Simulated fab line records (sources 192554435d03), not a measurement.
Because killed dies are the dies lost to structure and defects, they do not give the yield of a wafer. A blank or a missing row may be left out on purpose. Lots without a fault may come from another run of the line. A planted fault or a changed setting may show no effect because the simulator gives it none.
Lot-split experiment ; flow n5 finfet ; 7 lots, 39 wafers read, on a route of 1938 steps

== THE SPLIT ==
At N5_BEOL_M13_ILD_DEP_00 (deposits SiOC from DEMS/O2, target thk 837.92 nm, time 166.4 s), the setting target thk a was moved away from the recipe's 8379.2 angstrom on 9 of the 39 wafers read, by -17.5% to +39.0%. For the rest of the wafers, this setting stayed at what the recipe calls for.

== FROM THE SPLIT TO THE READING: what the file shows between them, 6 steps ==
- N5_BEOL_M13_THK_MEAS_01
- N5_BEOL_M13_COAT_58: time 60 s, resist thk 89 nm
- N5_BEOL_M13_COAT_04: resist thk 400 nm
- N5_BEOL_M13_DESCUM_15: chemistry O2, time 7.9 s
- N5_BEOL_M13_ETCH_59: etches BARC in N2/H2, target depth 89 nm, overetch 26.7 nm, time 67.9 s
- N5_BEOL_M13_VIA_ETCH_16: etches SiOC in C4F8/O2/Ar, target depth 921.7 nm

== THE READING ==
oes product au, in a.u., at N5_BEOL_M13_STRIP_63 (strips in N2/H2). Typical for fault-free wafers on this fab line: 0.673 a.u., with standard deviation 0.0055 a.u.

wafer;tool, chamber at the split;target thk a as run, angstrom;against the recipe;oes product au, a.u.;against lot-mates on the recipe
L078.1;pecvd-04, 0;8379.2;recipe;0.663;-
L078.2;pecvd-04, 1;8379.2;recipe;0.671;-
L078.3;pecvd-04, 2;8379.2;recipe;0.669;-
L083.1;pecvd-03, 2;8379.2;recipe;0.671;-
L083.2;pecvd-03, 0;8379.2;recipe;0.678;-
L083.3;pecvd-03, 2;8379.2;recipe;0.675;-
L083.4;pecvd-03, 0;8379.2;recipe;0.669;-
L083.5;pecvd-03, 0;8379.2;recipe;0.671;-
L083.6;pecvd-03, 2;8379.2;recipe;0.680;-
L082.1;pecvd-04, 2;8379.2;recipe;0.677;-
L082.2;pecvd-04, 0;8379.2;recipe;0.675;-
L082.3;pecvd-04, 1;8379.2;recipe;0.683;-
L082.4;pecvd-04, 1;8379.2;recipe;0.670;-
L082.5;pecvd-04, 2;8379.2;recipe;0.671;-
L082.6;pecvd-04, 0;8379.2;recipe;0.668;-
L085.1;pecvd-03, 2;6915;-17.5%;0.692;+0.016
L085.2;pecvd-03, 1;8379.2;recipe;0.676;-
L085.3;pecvd-03, 0;8379.2;recipe;0.683;-
L085.4;pecvd-03, 0;8379.2;recipe;0.670;-
L085.5;pecvd-03, 1;6915;-17.5%;0.684;+0.008
L085.6;pecvd-03, 2;6915;-17.5%;0.687;+0.011
L091.1;pecvd-03, 0;8379.2;recipe;0.667;-
L091.2;pecvd-03, 2;8379.2;recipe;0.681;-
L091.3;pecvd-03, 1;8379.2;recipe;0.667;-
L091.4;pecvd-03, 1;8379.2;recipe;0.676;-
L091.5;pecvd-03, 0;8379.2;recipe;0.674;-
L091.6;pecvd-03, 2;8379.2;recipe;0.673;-
L093.1;pecvd-03, 2;11650;+39.0%;0.231;-0.446
L093.2;pecvd-03, 0;8379.2;recipe;0.679;-
L093.3;pecvd-03, 1;11650;+39.0%;0.234;-0.443
L093.4;pecvd-03, 0;8379.2;recipe;0.673;-
L093.5;pecvd-03, 2;11650;+39.0%;0.231;-0.446
L093.6;pecvd-03, 1;8379.2;recipe;0.680;-
L090.1;pecvd-04, 0;10170;+21.4%;0.547;-0.119
L090.2;pecvd-04, 2;10170;+21.4%;0.513;-0.153
L090.3;pecvd-04, 0;8379.2;recipe;0.662;-
L090.4;pecvd-04, 2;8379.2;recipe;0.672;-
L090.5;pecvd-04, 0;8379.2;recipe;0.663;-
L090.6;pecvd-04, 2;10170;+21.4%;0.558;-0.108

THE FIT
A straight line over all 39 wafers: oes product au changes by -0.00862 a.u. for each +1% of target thk a; r = -0.92; the points scatter about the line by 0.049 a.u.
The same after taking each lot's own level away (the mean of its wafers on the recipe; 39 wafers): -0.0086 a.u. for each +1%; r = -0.91; scatter 0.051 a.u.
Per that fit: largest target thk a move, reading shift of 0.34 a.u.
Across the lots, their own levels run from 0.6657 to 0.6773 a.u., a range of 2.1 times the standard deviation given above.
So the lot-to-lot level changes the slope little: the two slopes agree.
Check: for one of the wafers moved furthest among these (+39.0%), held out of the fit, the line's prediction against its lot-mates is -0.323 a.u. It came out at -0.446 a.u. against them.

== OTHER SPLITS APPLIED TO THESE WAFERS ==
Note: prior to the reading, these wafers also went through further splits. Each is held against what the fit with the lots' levels taken away leaves over:
other split on the same wafers;wafers away from the commonest value;r with oes product au (lot level and that fit taken away)
N5_BEOL_M7_TRENCH_ETCH_37 target depth a;6;+0.03
N5_BEOL_M9_PECVD_70 time s;15;+0.04

== THE WHOLE CHAIN: every reading that the file lists as answering this split, in the file's order ==
step;what it does;reading;change (the file's fit);r (the file's)
N5_BEOL_M13_ILD_DEP_00;deposits SiOC from DEMS/O2, target thk 837.92 nm, time 166.4 s;SiOC_of_BEOL_M13_ILD_DEP_00.thk nm (the simulator's own value, which no gauge read);+8.24 nm for each +1% of the setting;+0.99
N5_BEOL_M13_THK_MEAS_01;;M13_ILD_THK;+8.26 for each +1% of the setting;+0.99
N5_BEOL_M13_VIA_ETCH_16;etches SiOC in C4F8/O2/Ar, target depth 921.7 nm;etch.depth nm (the simulator's own value, which no gauge read);+8.24 nm for each +1% of the setting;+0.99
N5_BEOL_M13_VIA_ETCH_16;etches SiOC in C4F8/O2/Ar, target depth 921.7 nm;coat_of_BEOL_M13_COAT_04.thk nm (the simulator's own value, which no gauge read);-2.02 nm for each +1% of the setting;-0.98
N5_BEOL_M13_STRIP_63;strips in N2/H2;oes product au;-0.00887 a.u. for each +1% of the setting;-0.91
N5_BEOL_M13_STRIP_63;strips in N2/H2;strip time to endpoint s;not straight: withheld at the lowest setting, withheld at the recipe, withheld at the highest;not given

== THE FILE'S OWN FIT ==
oes product au changes by -0.00887 a.u. for each +1% of target thk a, r = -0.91.
